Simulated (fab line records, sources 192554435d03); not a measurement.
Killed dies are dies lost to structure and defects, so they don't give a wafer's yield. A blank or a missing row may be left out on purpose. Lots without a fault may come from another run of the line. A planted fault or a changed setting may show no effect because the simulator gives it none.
Chamber matching | flow n5_finfet | N5_BEOL_M10_CMP_52 on cmp-03: 4 sister chambers
The step polishes, stops on SiCOH lowk, t overpolish 7 s, target thk 140 nm. 14 wafers are shown with their chamber, then 7 later ones without.

WAFERS WITH THEIR CHAMBER
wafer  | chamber | motor_current_A (A) | time_to_endpoint_s (s) | barrier_field_endpoint_s (s)
L081.1 | 1       | 5.8                 | 66                     | 27.9
L081.2 | 3       | 6.4                 | 64                     | 28.1
L081.5 | 2       | 6.7                 | 61                     | 27.1
L084.2 | 1       | 6.0                 | 72                     | 30.9
L084.3 | 3       | 6.6                 | 69                     | 30.0
L084.4 | 0       | 6.3                 | 75                     | 31.3
L086.2 | 0       | 6.0                 | 72                     | 29.9
L086.3 | 3       | 6.5                 | 64                     | 28.3
L086.5 | 0       | 6.0                 | 75                     | 29.5
L089.1 | 0       | 6.1                 | 73                     | 29.8
L089.5 | 3       | 6.7                 | 63                     | 28.4
L089.6 | 0       | 6.3                 | 73                     | 29.9
L090.3 | 1       | 5.8                 | 65                     | 28.0
L090.4 | 3       | 6.6                 | 65                     | 29.3

SIGNATURES (means of the wafers above)
reading                  | chamber 0 | chamber 1 | chamber 2 | chamber 3 | scatter within a chamber
motor_current_A          | 6.140     | 5.867     | 6.700     | 6.560     | 0.131
time_to_endpoint_s       | 73.60     | 67.67     | 61.00     | 65.00     | 2.41
barrier_field_endpoint_s | 30.080    | 28.933    | 27.100    | 28.820    | 1.02
Rule: a wafer's distance from a chamber is the root of the sum, over the readings, of the square of ((its reading less the chamber's mean) divided by the reading's scatter). The wafer belongs to the nearest chamber; if the next one is less than 2 further off, it can't be placed. The scatter: the root of (the sum of the squares of (reading less its chamber's mean) over the shown wafers, divided by (wafers less chambers)).

WAFERS WITHOUT THEIR CHAMBER
wafer  | motor_current_A (A) | time_to_endpoint_s (s) | barrier_field_endpoint_s (s)
L090.6 | 5.8                 | 65                     | 28.8
L095.3 | 6.1                 | 73                     | 30.0
L095.5 | 5.9                 | 65                     | 29.3
L095.6 | 6.3                 | 61                     | 28.5
L096.1 | 6.6                 | 62                     | 28.4
L096.4 | 6.3                 | 61                     | 29.2
L096.5 | 6.3                 | 63                     | 29.1

WHICH CHAMBER EACH WENT THROUGH
wafer  | from the rows above          | in truth
L090.6 | 1                            | 1
L095.3 | 0                            | 0
L095.5 | 1                            | 1
L095.6 | can't be placed: 3 or 2 or 1 | 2
L096.1 | can't be placed: 3 or 2      | 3
L096.4 | can't be placed: 3 or 2 or 1 | 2
L096.5 | can't be placed: 3 or 2 or 1 | 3
Placed correctly: 3 of 7. Can't be placed from these rows: 4 (the true chamber is among the candidates in 4). Placed wrongly: 0.
